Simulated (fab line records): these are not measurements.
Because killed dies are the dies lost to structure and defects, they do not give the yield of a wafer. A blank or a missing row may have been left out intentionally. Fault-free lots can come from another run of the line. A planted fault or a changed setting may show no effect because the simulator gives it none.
Split-lot experiment	flow n5-finfet	30 wafers read across 7 lots, on a route 1938 steps long

== THE SPLIT ==
At N5_BEOL_M3_TRENCH_ETCH_37 (etches SiOC in C4F6/O2, target depth 55.555 nm, time 29.2 s), the setting time-s was moved away from the recipe's 29.2 s on 12 of the 30 wafers read, by -44.9% to +54.7%. This setting was run at the recipe's value on the other wafers.

== FROM THE SPLIT TO THE READING: what the file shows between them, 2 steps ==
- N5_BEOL_M3_ETCH_41: etches SiCN in CH3F/O2, target depth 29.9 nm, time 52.5 s
- N5_BEOL_M3_STRIP_97: strips in N2/H2, time 10 s

== THE READING ==
trench-depth-nm, in nm, at N5_BEOL_M3_OCD_MEAS_38. Typical for fault-free wafers on this fab line: 55.4 nm, with standard deviation 1.2 nm.

wafer	tool, chamber at the split	time-s as run, s	against the recipe	trench-depth-nm, nm	against lot-mates on the recipe
L075.1	rie-diel-02, 3	29.2	recipe	56.7	-
L075.2	rie-diel-02, 0	29.2	recipe	55.2	-
L075.3	rie-diel-02, 1	40.23	+37.8%	77.6	+21.5
L075.4	rie-diel-02, 2	40.23	+37.8%	78.0	+21.9
L075.5	rie-diel-02, 0	40.23	+37.8%	75.5	+19.4
L075.6	rie-diel-02, 1	29.2	recipe	56.4	-
L079.1	rie-diel-04, 2	29.2	recipe	56.2	-
L079.2	rie-diel-04, 0	29.2	recipe	54.9	-
L079.4	rie-diel-04, 3	38.47	+31.7%	71.7	+16.2
L087.1	rie-diel-02, 0	29.2	recipe	56.1	-
L087.5	rie-diel-02, 0	29.2	recipe	55.8	-
L087.6	rie-diel-02, 1	35.7	+22.3%	69.3	+13.3
L088.1	rie-diel-05, 0	29.2	recipe	56.8	-
L088.2	rie-diel-05, 2	45.18	+54.7%	84.2	+27.9
L088.3	rie-diel-05, 3	29.2	recipe	55.5	-
L088.4	rie-diel-05, 2	45.18	+54.7%	84.0	+27.7
L088.5	rie-diel-05, 0	29.2	recipe	56.5	-
L088.6	rie-diel-05, 3	45.18	+54.7%	85.5	+29.2
L090.3	rie-diel-02, 3	42.55	+45.7%	81.3	+25.8
L090.4	rie-diel-02, 0	29.2	recipe	54.7	-
L090.5	rie-diel-02, 2	29.2	recipe	56.2	-
L091.1	rie-diel-04, 0	16.08	-44.9%	30.8	-22.9
L091.2	rie-diel-04, 2	16.08	-44.9%	30.6	-23.1
L091.3	rie-diel-04, 3	16.08	-44.9%	29.8	-23.9
L091.4	rie-diel-04, 1	29.2	recipe	52.2	-
L091.5	rie-diel-04, 2	29.2	recipe	56.9	-
L091.6	rie-diel-04, 1	29.2	recipe	51.9	-
L095.2	rie-diel-02, 2	29.2	recipe	56.1	-
L095.4	rie-diel-02, 1	29.2	recipe	57.7	-
L095.6	rie-diel-02, 3	29.2	recipe	56.8	-

FIT RESULTS
A straight line over all 30 wafers: trench-depth-nm changes by +0.549 nm for each +1% of time-s; r = +1.00; the points scatter about the line by 1.4 nm.
The same after taking each lot's own level away (the mean of its wafers on the recipe; 30 wafers): +0.528 nm for each +1%; r = +1.00; scatter 1.1 nm.
According to that fit, moving time-s by its largest amount changes the reading by 29 nm.
From 53.67 to 56.87 nm: that is the span of the lots' own levels, equal to 2.7 times the standard deviation above.
Hence the lot-to-lot level has little effect on the slope; both slopes agree.
Check: for one of the wafers moved furthest among these (+54.7%), held out of the fit, the line's prediction against its lot-mates is +29.3 nm. Against them it came out at +27.9 nm.

== ADDITIONAL SPLITS CARRIED BY THESE WAFERS ==
These wafers also went through other splits before the reading. Each is held against what the fit with the lots' levels taken away leaves over:
other split on the same wafers	wafers away from the commonest value	r with trench-depth-nm (lot level and that fit taken away)
N5_SD_EPI_N_EPI_21 epi-growth-time-s	8	-0.02
N5_MOL_CONTACT_COAG_CONTACT_ETCH_14 time-s	6	+0.17
N5_BEOL_M3_ILD_DEP_00 target-thk-a	13	+0.44

== THE WHOLE CHAIN: every reading that the file lists as answering this split, in the file's order ==
step	what it does	reading	change (the file's fit)	r (the file's)
N5_BEOL_M3_TRENCH_ETCH_37	etches SiOC in C4F6/O2, target depth 55.555 nm, time 29.2 s	etch.depth-nm (the simulator's own value, which no gauge read)	+0.539 nm for each +1% of the setting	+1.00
N5_BEOL_M3_TRENCH_ETCH_37	etches SiOC in C4F6/O2, target depth 55.555 nm, time 29.2 s	BEOL_M3.feature-depth-nm (the simulator's own value, which no gauge read)	+0.54 nm for each +1% of the setting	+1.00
N5_BEOL_M3_TRENCH_ETCH_37	etches SiOC in C4F6/O2, target depth 55.555 nm, time 29.2 s	TiN_of_BEOL_M3_HM_DEP_02.thk-nm (the simulator's own value, which no gauge read)	-0.0218 nm for each +1% of the setting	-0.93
N5_BEOL_M3_OCD_MEAS_38		trench-depth-nm	+0.531 nm for each +1% of the setting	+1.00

== FILE'S OWN FIT ==
trench-depth-nm changes by +0.531 nm for each +1% of time-s, r = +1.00.
